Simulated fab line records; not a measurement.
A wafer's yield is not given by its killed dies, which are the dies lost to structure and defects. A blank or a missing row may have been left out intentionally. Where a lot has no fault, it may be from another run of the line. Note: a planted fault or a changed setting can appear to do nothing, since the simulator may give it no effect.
Chamber matching || flow nand_harc || 4 sister chambers for NHARC_P_STI_ETCH_15 on rie_si-05
The step etches the open film in HBr/Cl2, target depth 300 nm, time 100.1 s. 7 wafers are shown with their chamber, then 6 later ones without.

== WAFERS, EACH WITH ITS CHAMBER ==
{"wafer": "L863.1", "chamber": 1, "drypump_motor_current_A (A)": 5.2, "he_backside_leak_sccm (sccm)": 3.0}
{"wafer": "L870.1", "chamber": 2, "drypump_motor_current_A (A)": 5.9, "he_backside_leak_sccm (sccm)": 2.8}
{"wafer": "L873.2", "chamber": 0, "drypump_motor_current_A (A)": 5.6, "he_backside_leak_sccm (sccm)": 2.6}
{"wafer": "L873.5", "chamber": 3, "drypump_motor_current_A (A)": 5.5, "he_backside_leak_sccm (sccm)": 3.0}
{"wafer": "L873.6", "chamber": 0, "drypump_motor_current_A (A)": 5.6, "he_backside_leak_sccm (sccm)": 2.5}
{"wafer": "L874.1", "chamber": 3, "drypump_motor_current_A (A)": 5.4, "he_backside_leak_sccm (sccm)": 2.8}
{"wafer": "L874.2", "chamber": 2, "drypump_motor_current_A (A)": 5.9, "he_backside_leak_sccm (sccm)": 2.8}

== WAFERS WITH NO CHAMBER GIVEN ==
{"wafer": "L874.3", "drypump_motor_current_A (A)": 5.6, "he_backside_leak_sccm (sccm)": 2.5}
{"wafer": "L880.3", "drypump_motor_current_A (A)": 5.9, "he_backside_leak_sccm (sccm)": 2.7}
{"wafer": "L880.4", "drypump_motor_current_A (A)": 5.4, "he_backside_leak_sccm (sccm)": 3.1}
{"wafer": "L880.6", "drypump_motor_current_A (A)": 5.3, "he_backside_leak_sccm (sccm)": 3.0}
{"wafer": "L882.3", "drypump_motor_current_A (A)": 5.2, "he_backside_leak_sccm (sccm)": 3.0}
{"wafer": "L882.6", "drypump_motor_current_A (A)": 5.2, "he_backside_leak_sccm (sccm)": 2.9}

== THE CHAMBER EACH PASSED THROUGH ==
{"wafer": "L874.3", "from the rows above": 0, "in truth": 0}
{"wafer": "L880.3", "from the rows above": 2, "in truth": 2}
{"wafer": "L880.4", "from the rows above": 3, "in truth": 3}
{"wafer": "L880.6", "from the rows above": "can't be placed: 1 or 3", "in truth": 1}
{"wafer": "L882.3", "from the rows above": 1, "in truth": 1}
{"wafer": "L882.6", "from the rows above": 1, "in truth": 1}
Correctly placed: 5 of 6. Can't be placed from these rows: 1 (the true chamber is among the candidates in 1). Number placed wrongly: 0.
How it was worked out, from the rows above alone: a wafer's distance from a chamber is the root of the sum, over the readings, of the square of ((its reading less the chamber's mean) divided by the reading's scatter). If the next closest chamber is less than 2 further off than the closest, the wafer can't be placed; otherwise it belongs to the closest. Each chamber's mean is taken over the wafers shown for it. The scatter is the square root of a quotient: the sum, over the shown wafers, of each reading's squared deviation from its chamber's mean, divided by wafers minus chambers.
